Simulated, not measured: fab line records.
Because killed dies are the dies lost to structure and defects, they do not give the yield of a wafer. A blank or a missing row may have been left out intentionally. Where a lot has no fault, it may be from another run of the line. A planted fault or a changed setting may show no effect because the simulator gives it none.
Matching of chambers ; flow n5-finfet ; N5_PMOS_HMC_CHANNEL_EPI_FIN_RECESS_16 on rie-si-01: 4 sister chambers
The step chemistry HBr/Cl2, target Si, target depth 54 nm, time 18 s. 16 wafers are shown with their chamber, then 8 later ones without.

## WAFERS, EACH WITH ITS CHAMBER
wafer;chamber;drypump-motor-current-A (A);throttle-valve-pct (%);oes-product-au (a.u.)
L334.2;1;5.1;35.5;0.983
L334.3;3;6.4;35.7;1.009
L334.5;1;5.1;35.4;0.986
L335.1;3;6.5;35.7;1.039
L335.3;0;6.1;34.6;1.020
L335.5;1;5.1;35.4;0.987
L337.1;0;6.1;34.6;1.035
L337.3;1;5.1;35.4;0.997
L337.6;2;4.7;35.7;1.010
L339.1;1;5.1;35.4;1.010
L339.3;2;4.7;35.7;1.005
L339.6;0;6.1;34.5;1.036
L342.1;2;4.7;35.7;1.004
L342.2;3;6.5;35.1;0.979
L342.3;1;5.1;35.4;1.005
L352.2;3;6.5;35.1;0.986

SIGNATURES (averages over the wafers above)
reading;chamber 0;chamber 1;chamber 2;chamber 3;scatter within a chamber
drypump-motor-current-A;6.100;5.100;4.700;6.475;0.025
throttle-valve-pct;34.567;35.417;35.700;35.400;0.177
oes-product-au;1.03033;0.99467;1.00633;1.00325;0.0158
Rule: a wafer's distance from a chamber is the root of the sum, over the readings, of the square of ((its reading less the chamber's mean) divided by the reading's scatter). The wafer belongs to the nearest chamber; if the next one is less than 2 further off, it can't be placed. The scatter: take each reading less its chamber's mean, square it, sum over the shown wafers, divide by the number of wafers less the number of chambers, and take the root.

## WAFERS WITHOUT THEIR CHAMBER
wafer;drypump-motor-current-A (A);throttle-valve-pct (%);oes-product-au (a.u.)
L352.5;4.7;35.4;1.057
L352.6;5.1;35.4;0.996
L353.2;4.8;35.5;1.039
L353.4;6.1;34.6;1.022
L353.5;6.1;34.6;1.025
L355.1;6.1;34.5;1.031
L355.3;4.8;35.5;1.046
L355.4;6.5;35.1;0.999

## WHICH CHAMBER EACH WENT THROUGH
wafer;from the rows above;in truth
L352.5;2;2
L352.6;1;1
L353.2;2;2
L353.4;0;0
L353.5;0;0
L355.1;0;0
L355.3;2;2
L355.4;3;3
8 of 8 placed correctly. Left unplaced by these rows: 0. 0 placed wrongly.
